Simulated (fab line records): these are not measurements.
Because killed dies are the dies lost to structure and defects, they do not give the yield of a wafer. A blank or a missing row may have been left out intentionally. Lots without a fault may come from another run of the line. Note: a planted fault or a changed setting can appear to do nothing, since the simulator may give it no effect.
fab line records	flow n5_finfet
record lots=6	wafers=18	last_day=17
route steps=1938 shown BEOL_M1@814 BEOL_M4@1111
lots with no fault: from the same line, run without faults
start_h: start of the lot's first displayed wafer, in hours after the record's first day	wait_h: how many hours have passed since the lot's step before this one	" as in the row above	L1.1+2: one row covering several wafers at once	- no value, or no start was given	* or withheld: withheld	< > ~ a bound
route shown NAME@n: names a module that has steps shown in the file, with the first one's number in the route	usual: mean/standard deviation of fault-free wafers	same: alike in all rows	chamber/n: place in a boat	sites: each site's reading	_std_site: their standard deviation	_edge_site: inner sites' mean taken away from outer sites' mean	radius_mm: how far each site lies from the wafer's centre	mask NAME#n: copy n	behind: tool/chamber where the wafer was last shaped	hold: what put the lot on hold/how long, in hours/how the hold closed	device: names the non-switching transistor (n, p or np)	end of line: the route-end tests of the same wafers	a step given without rows: its recipe and nothing more	killed: dies lost to structure and defects at the first sort, not the wafer's yield	map: a wafer's dies, x killed, . not, _ none there
set.NAME: setting as actually run; set.NAME@STEP: the setting as run at that earlier step	model.NAME: the simulator's own value behind a step, which no gauge read
lots at some steps of the route; a table a step, a row a wafer
services: the hour from which a tool's chamber was out of use, counted from the record's first day as start_h (under 0 if before that day), plus the number of hours and why
## steps
# step N5_BEOL_M1_SPUTTER_48
# recipe material=Cu	target_thk_a=45	temp_c=-20	chamber_pressure_pa=0.07	power_w=withheld	time_s=8.29
# step N5_BEOL_M1_ANNEAL_49
# recipe temp_c=400	time_s=240	ambient=vacuum
# usual heater_power_w=839/93
lot.wafer	tool	chamber	start_h	wait_h	heater_power_w
L224.1	pvd_sputter-02	-	160.36	0.0	913
L224.2	"	-	"	"	736
L224.3	"	-	"	"	953
L227.1	pvd_sputter-01	-	173.64	0.0	948
L227.2	"	-	"	"	852
L227.4	"	-	"	"	628
L235.1	pvd_sputter-02	-	235.29	0.0	718
L235.4	"	-	"	"	859
L235.5	"	-	"	"	883
L238.1	pvd_sputter-02	-	238.79	0.0	756
L238.2	"	-	"	"	900
L238.5	"	-	"	"	748
L241.1	pvd_sputter-03	-	262.98	0.0	899
L241.3	"	-	"	"	738
L241.4	"	-	"	"	945
L242.4	pvd_sputter-01	-	266.14	0.0	607
L242.5	"	-	"	"	853
L242.6	"	-	"	"	953
# step N5_BEOL_M1_SPUTTER_79
# recipe material=Cu	target_thk_a=45	temp_c=-20	chamber_pressure_pa=0.07	power_w=withheld	time_s=8.29
# step N5_BEOL_M1_ANNEAL_80
# recipe temp_c=400	time_s=240	ambient=vacuum
# step N5_BEOL_M1_SPUTTER_81
# recipe material=Cu	target_thk_a=45	temp_c=-20	chamber_pressure_pa=0.07	power_w=withheld	time_s=8.29
# usual chamber_pressure_pa=0.07/0.00016	throttle_valve_pct=30.5/0.42
lot.wafer	tool	chamber	start_h	wait_h	chamber_pressure_pa	throttle_valve_pct
L224.1	pvd_sputter-02	-	160.72	0.1	0.0699	31.1
L224.2	"	-	"	"	0.07019	30.5
L224.3	"	-	"	"	0.06978	30.8
L227.1	pvd_sputter-01	-	174.00	0.1	0.06994	30.8
L227.2	"	-	"	"	0.07005	29.6
L227.4	"	-	"	"	0.0704	30.3
L235.1	pvd_sputter-02	-	235.65	0.1	0.07005	30.6
L235.4	"	-	"	"	0.07005	31.3
L235.5	"	-	"	"	0.06993	31.3
L238.1	pvd_sputter-02	-	239.15	0.1	0.07012	30.5
L238.2	"	-	"	"	0.06988	31.4
L238.5	"	-	"	"	0.07016	30.5
L241.1	pvd_sputter-03	-	263.34	0.1	0.06981	30.6
L241.3	"	-	"	"	0.07004	30.2
L241.4	"	-	"	"	0.07018	30.2
L242.4	pvd_sputter-01	-	266.50	0.1	0.07015	30.3
L242.5	"	-	"	"	0.07023	30.3
L242.6	"	-	"	"	0.07008	30.6
# step N5_BEOL_M1_ANNEAL_82
# recipe temp_c=400	time_s=240	ambient=vacuum
# usual heater_power_w=843/93
lot.wafer	tool	chamber	start_h	wait_h	heater_power_w
L224.1	pvd_sputter-02	-	160.80	0.0	872
L224.2	"	-	"	"	745
L224.3	"	-	"	"	927
L227.1	pvd_sputter-01	-	174.08	0.0	924
L227.2	"	-	"	"	867
L227.4	"	-	"	"	628
L235.1	pvd_sputter-02	-	235.73	0.0	727
L235.4	"	-	"	"	890
L235.5	"	-	"	"	884
L238.1	pvd_sputter-02	-	239.23	0.0	767
L238.2	"	-	"	"	895
L238.5	"	-	"	"	785
L241.1	pvd_sputter-03	-	263.42	0.0	934
L241.3	"	-	"	"	759
L241.4	"	-	"	"	930
L242.4	pvd_sputter-01	-	266.58	0.0	621
L242.5	"	-	"	"	865
L242.6	"	-	"	"	961
# step N5_BEOL_M1_SPUTTER_86
# recipe material=Cu	target_thk_a=45	temp_c=-20	chamber_pressure_pa=0.07	power_w=withheld	time_s=8.29
# usual chamber_pressure_pa=0.06999/0.00015	throttle_valve_pct=30.5/0.43
lot.wafer	tool	chamber	start_h	wait_h	chamber_pressure_pa	throttle_valve_pct
L224.1	pvd_sputter-02	-	160.94	0.1	0.06994	31.2
L224.2	"	-	"	"	0.06978	30.1
L224.3	"	-	"	"	0.06998	30.7
L227.1	pvd_sputter-01	-	174.22	0.1	0.0697	30.8
L227.2	"	-	"	"	0.07009	29.6
L227.4	"	-	"	"	0.07026	30.5
L235.1	pvd_sputter-02	-	235.87	0.1	0.06993	30.2
L235.4	"	-	"	"	0.06992	31.0
L235.5	"	-	"	"	0.06992	31.2
L238.1	pvd_sputter-02	-	239.37	0.1	0.06981	30.0
L238.2	"	-	"	"	0.07014	31.2
L238.5	"	-	"	"	0.07001	30.5
L241.1	pvd_sputter-03	-	263.56	0.1	0.07012	30.6
L241.3	"	-	"	"	0.06981	30.0
L241.4	"	-	"	"	0.07	30.2
L242.4	pvd_sputter-01	-	266.72	0.1	0.06996	30.3
L242.5	"	-	"	"	0.07016	30.3
L242.6	"	-	"	"	0.06998	31.0
# step N5_BEOL_M1_ANNEAL_87
# recipe temp_c=400	time_s=240	ambient=vacuum
# step N5_BEOL_M1_SPUTTER_88
# recipe material=Cu	target_thk_a=45	temp_c=-20	chamber_pressure_pa=0.07	power_w=withheld	time_s=8.29
# usual chamber_pressure_pa=0.06999/0.00014	throttle_valve_pct=30.5/0.42
lot.wafer	tool	chamber	start_h	wait_h	chamber_pressure_pa	throttle_valve_pct
L224.1	pvd_sputter-02	-	161.16	0.1	0.07006	31.1
L224.2	"	-	"	"	0.07015	30.7
L224.3	"	-	"	"	0.06988	31.1
L227.1	pvd_sputter-01	-	174.44	0.1	0.07024	31.1
L227.2	"	-	"	"	0.07005	29.7
L227.4	"	-	"	"	0.07004	30.2
L235.1	pvd_sputter-02	-	236.09	0.1	0.06995	30.5
L235.4	"	-	"	"	0.07015	30.7
L235.5	"	-	"	"	0.06979	31.0
L238.1	pvd_sputter-02	-	239.59	0.1	0.0701	30.4
L238.2	"	-	"	"	0.06989	31.1
L238.5	"	-	"	"	0.06981	30.2
L241.1	pvd_sputter-03	-	263.78	0.1	0.06973	30.7
L241.3	"	-	"	"	0.06969	30.0
L241.4	"	-	"	"	0.06996	30.2
L242.4	pvd_sputter-01	-	266.94	0.1	0.07007	30.2
L242.5	"	-	"	"	0.07016	30.5
L242.6	"	-	"	"	0.06971	30.5
# step N5_BEOL_M1_ANNEAL_89
# recipe temp_c=400	time_s=240	ambient=vacuum
# step N5_BEOL_M1_SPUTTER_90
# recipe material=Cu	target_thk_a=45	temp_c=-20	chamber_pressure_pa=0.07	power_w=withheld	time_s=8.29
# step N5_BEOL_M1_ANNEAL_91
# recipe temp_c=400	time_s=240	ambient=vacuum
# step N5_BEOL_M1_SPUTTER_92
# recipe material=Cu	target_thk_a=45	temp_c=-20	chamber_pressure_pa=0.07	power_w=withheld	time_s=8.29
# usual chamber_pressure_pa=0.07001/0.00013	throttle_valve_pct=30.5/0.41
lot.wafer	tool	chamber	start_h	wait_h	chamber_pressure_pa	throttle_valve_pct
L224.1	pvd_sputter-02	-	161.60	0.1	0.06996	31.1
L224.2	"	-	"	"	0.07017	30.6
L224.3	"	-	"	"	0.07004	30.8
L227.1	pvd_sputter-01	-	174.88	0.1	0.07015	30.8
L227.2	"	-	"	"	0.06985	29.6
L227.4	"	-	"	"	0.06988	30.0
L235.1	pvd_sputter-02	-	236.53	0.1	0.07729	28.8
L235.4	"	-	"	"	0.07745	29.5
L235.5	"	-	"	"	0.0773	29.4
L238.1	pvd_sputter-02	-	240.03	0.1	0.07765	28.8
L238.2	"	-	"	"	0.0777	29.3
L238.5	"	-	"	"	0.07752	29.3
L241.1	pvd_sputter-03	-	264.22	0.1	0.06996	30.3
L241.3	"	-	"	"	0.07013	30.0
L241.4	"	-	"	"	0.07003	30.3
L242.4	pvd_sputter-01	-	267.38	0.1	0.06978	30.3
L242.5	"	-	"	"	0.07002	30.7
L242.6	"	-	"	"	0.06977	30.6
# step N5_BEOL_M1_ANNEAL_93
# recipe temp_c=400	time_s=240	ambient=vacuum
# step N5_BEOL_M4_RC_MEAS_101
# usual DIBL_N=36.5/1.4	DIBL_P=36.5/1.6	IOFF_N=0.163/0.022	IOFF_P=0.219/0.029	ION_N=675/8.3	ION_P=464/6.2	SS_N=71.5/0.52	SS_P=73.4/0.57	VT_N=249.7/2.6	VT_P=-250/3
lot.wafer	tool	chamber	start_h	wait_h	DIBL_N[mV/V]	DIBL_P[mV/V]	IOFF_N[nA/um]	IOFF_P[nA/um]	ION_N[uA/um]	ION_P[uA/um]	SS_N[mV/dec]	SS_P[mV/dec]	VT_N[mV]	VT_P[mV]
L224.1	prober-02	0	211.17	0.0	38.2	38.6	0.206	0.228	694	472	72.3	73.5	246.4	-249
L224.2	"	0	"	"	37.8	38.0	0.199	0.217	683	460	72.3	73.4	246.4	-251
L224.3	"	0	"	"	36.4	36.6	0.180	0.203	690	464	72.2	72.8	246.1	-251
L227.1	prober-01	0	213.01	0.0	35.2	35.1	0.147	0.180	673	462	71.7	72.9	250.7	-253
L227.2	"	0	"	"	34.9	34.8	0.145	0.179	675	461	71.0	72.5	252.5	-252
L227.4	"	0	"	"	36.8	37.2	0.177	0.200	680	461	72.1	73.4	246.7	-250
L235.1	prober-01	0	279.25	0.0	37.9	36.0	0.168	0.196	684	459	71.8	73.7	249.6	-253
L235.4	"	0	"	"	38.9	37.0	0.189	0.216	688	461	71.8	74.8	247.1	-255
L235.5	"	0	"	"	38.3	36.9	0.174	0.210	679	460	71.2	74.4	248.3	-252
L238.1	prober-01	0	282.69	0.0	39.3	40.7	0.207	0.254	679	466	72.0	75.2	246.7	-249
L238.2	"	0	"	"	39.1	41.1	0.204	0.262	684	470	71.9	73.8	247.3	-249
L238.5	"	0	"	"	38.5	40.1	0.188	0.236	686	469	71.7	74.2	246.6	-251
L241.1	prober-01	0	298.21	0.0	36.8	37.1	0.175	0.198	666	450	71.4	73.8	251.3	-254
L241.3	"	0	"	"	35.0	35.4	0.141	0.176	665	456	70.8	73.8	251.7	-255
L241.4	"	0	"	"	34.0	34.5	0.126	0.160	660	454	71.0	73.5	253.9	-253
L242.4	prober-02	0	310.83	0.5	34.2	35.8	0.136	0.198	681	470	71.7	73.1	250.4	-252
L242.5	"	0	"	"	34.4	36.2	0.140	0.202	674	467	71.6	72.8	251.3	-250
L242.6	"	0	"	"	33.5	35.1	0.131	0.191	666	466	70.4	72.6	252.4	-252
## services
tool	chamber	start_h	hours	kind
pvd_sputter-01	-	141.96	1.9	repair
## key
first_sign step=N5_BEOL_M1_SPUTTER_92	reading=chamber_pressure_pa	direction=up	sigmas=56	usual=0.07001	struck=0.07748
effect step=N5_BEOL_M1_SPUTTER_92	reading=throttle_valve_pct	direction=down	sigmas=3.2	usual=*	struck=*
met_at N5_BEOL_M1_SPUTTER_92
struck_wafers L235.1,L235.4,L235.5,L238.1,L238.2,L238.5
onset_between 161.60 236.53
fault kind=process_parameter_drift	tool=pvd_sputter-02	chamber=-	onset_h=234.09	steps=N5_BEOL_M1_SPUTTER_92	channel=chamber_pressure_pa	offset=0.0074556	shape=step	end_h=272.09	acts_in=these_recipes_only	stated=0.07
